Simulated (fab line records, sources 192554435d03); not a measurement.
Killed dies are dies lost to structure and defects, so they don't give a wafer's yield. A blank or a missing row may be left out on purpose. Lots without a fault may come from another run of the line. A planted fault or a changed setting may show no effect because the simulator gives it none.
Chamber matching | flow n5_finfet | N5_BEOL_M5_ETCH_68 on rie_diel-06: 4 sister chambers
The step etches SOC in N2/H2, target depth 80 nm, overetch 16 nm, time 120 s. 8 wafers are shown with their chamber, then 10 later ones without.

WAFERS WITH THEIR CHAMBER
wafer  | chamber | drypump_motor_current_A (A) | oes_product_au (a.u.)
L082.6 | 0       | 6.2                         | 0.53
L084.2 | 0       | 6.2                         | 0.53
L084.5 | 3       | 5.8                         | 0.60
L085.3 | 1       | 5.3                         | 0.59
L085.4 | 3       | 5.8                         | 0.59
L085.5 | 2       | 6.6                         | 0.77
L088.1 | 1       | 5.2                         | 0.60
L088.4 | 2       | 6.6                         | 0.74

WAFERS WITHOUT THEIR CHAMBER
wafer  | drypump_motor_current_A (A) | oes_product_au (a.u.)
L088.6 | 6.6                         | 0.73
L091.2 | 5.3                         | 0.59
L091.3 | 6.6                         | 0.73
L091.4 | 6.2                         | 0.73
L092.2 | 6.6                         | 0.72
L092.4 | 6.3                         | 0.73
L092.5 | 6.6                         | 0.73
L095.1 | 5.2                         | 0.59
L095.3 | 6.6                         | 0.70
L095.6 | 5.2                         | 0.58

WHICH CHAMBER EACH WENT THROUGH
wafer  | from the rows above | in truth
L088.6 | 2                   | 2
L091.2 | 1                   | 1
L091.3 | 2                   | 2
L091.4 | 2                   | 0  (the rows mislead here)
L092.2 | 2                   | 2
L092.4 | 2                   | 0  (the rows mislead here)
L092.5 | 2                   | 2
L095.1 | 1                   | 1
L095.3 | 2                   | 2
L095.6 | 1                   | 1
Placed correctly: 8 of 10. Can't be placed from these rows: 0. Placed wrongly: 2.
How it was worked out, from the rows above alone: a wafer's distance from a chamber is the root of the sum, over the readings, of the square of ((its reading less the chamber's mean) divided by the reading's scatter). The wafer belongs to the nearest chamber; if the next one is less than 2 further off, it can't be placed. A chamber's mean is the mean of its shown wafers. The scatter: the root of (the sum of the squares of (reading less its chamber's mean) over the shown wafers, divided by (wafers less chambers)).
